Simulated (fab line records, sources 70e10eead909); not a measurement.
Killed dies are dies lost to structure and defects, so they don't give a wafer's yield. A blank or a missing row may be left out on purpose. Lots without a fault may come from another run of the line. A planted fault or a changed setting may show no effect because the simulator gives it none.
Chamber matching | flow nand_harc | NHARC_A_CHANNEL_FILL_D1_ETCHBACK_20 on rie_diel-10: 4 sister chambers
The step etches the open film in C4F8/O2/Ar, target depth 27 nm, time 13.5 s. 14 wafers are shown with their chamber, then 7 later ones without.

WAFERS WITH THEIR CHAMBER
wafer  | chamber | rf_vpp_V (V) | oes_product_au (a.u.)
L842.1 | 0       | 974          | 0.99
L842.2 | 2       | 987          | 0.97
L842.6 | 0       | 974          | 0.98
L841.1 | 3       | 978          | 1.00
L841.3 | 0       | 975          | 1.01
L841.4 | 1       | 976          | 0.99
L843.1 | 1       | 975          | 1.01
L843.2 | 3       | 978          | 1.01
L843.5 | 3       | 979          | 1.00
L845.3 | 0       | 975          | 0.94
L845.5 | 0       | 973          | 0.93
L845.6 | 1       | 975          | 0.93
L849.1 | 1       | 974          | 0.99
L849.2 | 3       | 979          | 0.99

SIGNATURES (means of the wafers above)
reading        | chamber 0 | chamber 1 | chamber 2 | chamber 3 | scatter within a chamber
rf_vpp_V       | 974.20    | 975.00    | 987.00    | 978.50    | 0.762
oes_product_au | 0.9700    | 0.9800    | 0.9700    | 1.0000    | 0.029
Rule: a wafer's distance from a chamber is the root of the sum, over the readings, of the square of ((its reading less the chamber's mean) divided by the reading's scatter). The wafer belongs to the nearest chamber; if the next one is less than 2 further off, it can't be placed. The scatter: the root of (the sum of the squares of (reading less its chamber's mean) over the shown wafers, divided by (wafers less chambers)).

WAFERS WITHOUT THEIR CHAMBER
wafer  | rf_vpp_V (V) | oes_product_au (a.u.)
L849.3 | 973          | 0.99
L857.2 | 988          | 0.92
L857.3 | 974          | 0.92
L857.4 | 974          | 0.93
L859.1 | 979          | 0.93
L859.3 | 976          | 0.93
L859.4 | 988          | 0.93

WHICH CHAMBER EACH WENT THROUGH
wafer  | from the rows above          | in truth
L849.3 | can't be placed: 0 or 1      | 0
L857.2 | 2                            | 2
L857.3 | can't be placed: 0 or 1      | 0
L857.4 | can't be placed: 0 or 1      | 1
L859.1 | 3                            | 3
L859.3 | can't be placed: 1 or 0 or 3 | 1
L859.4 | 2                            | 2
Placed correctly: 3 of 7. Can't be placed from these rows: 4 (the true chamber is among the candidates in 4). Placed wrongly: 0.
